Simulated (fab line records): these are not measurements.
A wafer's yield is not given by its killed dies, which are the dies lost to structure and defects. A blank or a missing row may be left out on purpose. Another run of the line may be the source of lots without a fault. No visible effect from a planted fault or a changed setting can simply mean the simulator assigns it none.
Problem report in the 8D (eight disciplines) form, filled by code + flow n5-finfet + the parts of the form that need people (team, actions taken, sign-off) are left out

== 1. THE PROBLEM ==
Mean of run-length-s at N5_PASSIVATION_PASS_ETCH_47: 386.0 s across 3 wafers in 3 lots; on wafers with no fault it is 408.4 s (standard deviation 0.38). That is -59 standard deviations from the usual mean.
The step: etches SiNx in CF4/O2, target depth 770 nm, time 385 s.
Earliest sighting: wafer L779.3 on rie-diel-01 at day 16 12:02. The record has a number at this step for 32 wafers belonging to 11 lots. Rule for "out" (also "out of limits"): further than 4 standard deviations from the usual mean. The rest of the wafers with a number are treated as sound.

== 2. WHAT IT IS, WHAT IT ISN'T ==
| question                    | is                     | is not                                                                                                       |
|-----------------------------|------------------------|--------------------------------------------------------------------------------------------------------------|
| which readings at this step | run-length-s           | drypump-motor-current-A, mfc-ar-sccm, oes-product-au, rf-vpp-V, showerhead-plenum-p-Torr, throttle-valve-pct |
| which lots                  | L779, L782, L784       | L766, L770, L771, L773, L775, L776, L780, L789                                                               |
| which wafers of those lots  | L779.3, L782.3, L784.3 | L779.1, L779.4, L782.4, L782.5, L784.4                                                                       |
| read on which tools         | rie-diel-01            | rie-diel-04, rie-diel-05                                                                                     |
| when                        | from day 16 12:02      | up to then (23 sound wafers); but 6 sound wafers of L782, L784, L789 came after                              |

== 3. THE SUSPECTS, EACH WITH WHAT RULES IT OUT ==
Counting: if a tool at a process step up to the reading ran every lot that is out, it stays a suspect. Sound lots after the first of them don't rule it out here, since some wafers of a struck lot are sound.
- rie-diel-01 at N5_PASSIVATION_PASS_ETCH_47 (etches SiNx in CF4/O2, target depth 770 nm, time 385 s): kept. Every lot that is out went through it, the first being L779 (day 16 12:02); the last sound lot it ran before that was L776 (day 16 05:44). Out on those wafers are its own readings of run-length-s.
Left after counting: rie-diel-01 at N5_PASSIVATION_PASS_ETCH_47.

== 4. THE CAUSE (what the simulator had put in) ==
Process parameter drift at N5_PASSIVATION_PASS_ETCH_47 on rie-diel-01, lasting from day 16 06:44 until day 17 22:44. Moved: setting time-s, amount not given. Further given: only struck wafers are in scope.
The count eliminated every tool but this one.

== 5. SEQUENCE OF EFFECTS, ordered by route ==
Each row: a reading whose mean over the struck wafers that have a number lies more than 3 standard deviations from the usual. Readings are gone through only where the record gives a usual standard deviation; hours: the median, over the lots, of the time from a lot's start at the first step in this table giving one to that lot's start at this step; sigmas: the change measured in usual standard deviations.
| hours | step                        | reading      | usual   | on struck wafers | change | sigmas |
|-------|-----------------------------|--------------|---------|------------------|--------|--------|
| 0     | N5_PASSIVATION_PASS_ETCH_47 | run-length-s | 408.4 s | 386.0            | -22.4  | -59    |
The process steps in it:
- N5_PASSIVATION_PASS_ETCH_47: etches SiNx in CF4/O2, target depth 770 nm, time 385 s.
Later measuring or inspecting steps at which every struck wafer that the step has a row for has a number for every such reading, and none has moved that far: N5_PASSIVATION_INSPECT_57.

== 6. HOW IT WOULD HAVE BEEN CAUGHT EARLIER ==
In this record no reading fell out of limits until day 16 12:02, 5 hours after the fault had begun at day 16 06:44.
